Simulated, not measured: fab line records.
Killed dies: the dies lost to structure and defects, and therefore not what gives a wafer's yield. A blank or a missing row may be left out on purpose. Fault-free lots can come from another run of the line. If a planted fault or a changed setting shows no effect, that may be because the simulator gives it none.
3 desks, one fault | flow n5 finfet | only its own numbers are on each desk; what lay behind them is given at the end

== DESK OF THE TOOL OWNER: rie diel-05 ==
The tool's own readings at N5_BEOL_M15_STRIP_36 (strips in O2): means of the sampled wafers that have a number, for each lot that ran on this tool. The brackets show how far a lot's mean lies from the usual mean; more than 4 standard deviations puts the lot out of limits, marked OUT.
Columns: A = chamber pressure mTorr at N5_BEOL_M15_STRIP_36, usual 30.00 mTorr; B = drypump motor current A at N5_BEOL_M15_STRIP_36, usual 5.8 A; C = oes product au at N5_BEOL_M15_STRIP_36, usual 0.78 a.u.; D = rf vpp V at N5_BEOL_M15_STRIP_36, usual 3.7 V; E = showerhead plenum p Torr at N5_BEOL_M15_STRIP_36, usual 2.10 Torr; F = throttle valve pct at N5_BEOL_M15_STRIP_36, usual 16.69 %
lot  | first seen here | A     | B   | C    | D   | E    | F
L667 | day 10 19:07    | 30.05 | 6.1 | 0.74 | 3.1 | 2.06 | 16.94
This desk's finding: nothing out of limits on the one lot.

== THE METROLOGY DESK ==
What the gauges read, lot by lot, whatever tool the lot ran on: means of the sampled wafers that have a number. The brackets show how far a lot's mean lies from the usual mean; more than 4 standard deviations puts the lot out of limits, marked OUT.
Columns: A = cd nm at N5_BEOL_M15_CD_MEAS_28, usual 407.3 nm; B = M15_OVL at N5_BEOL_M15_OVL_MEAS_29, usual 1 nm
lot  | first seen here | A     | B
L667 | day 10 16:59    | 408.6 | 5
L672 | day 11 14:47    | 406.0 | 11
L685 | day 17 15:47    | 404.6 | 1
L684 | day 17 15:59    | 405.9 | -5
L680 | day 18 12:31    | 406.9 | 7
L690 | day 18 16:16    | 408.5 | 3
This desk's verdict: no lot among the 6 shows anything out of limits.

== THE DEFECT DESK ==
For each lot, the counts of the inspections along the route, averaged over the sampled wafers that have a number. The brackets show how far a lot's mean lies from the usual mean; more than 4 standard deviations puts the lot out of limits, marked OUT.
Columns: A = raw defect count at N5_BEOL_M15_INSPECT_30, usual 2.0
lot  | first seen here | A
L667 | day 10 18:35    | 1.3
L672 | day 11 14:50    | 2.3
L685 | day 17 15:50    | 1.0
L684 | day 17 16:02    | 2.0
L680 | day 18 12:34    | 2.7
L690 | day 18 16:19    | 3.0
This desk's verdict: no lot among the 6 shows anything out of limits.

== BROUGHT TOGETHER ==
The tool owner's desk saw nothing out of limits.
From the metrology desk's view, nothing was out of limits.
The defect desk saw nothing out of limits.

== WHAT WAS PUT IN BY THE SIMULATOR ==
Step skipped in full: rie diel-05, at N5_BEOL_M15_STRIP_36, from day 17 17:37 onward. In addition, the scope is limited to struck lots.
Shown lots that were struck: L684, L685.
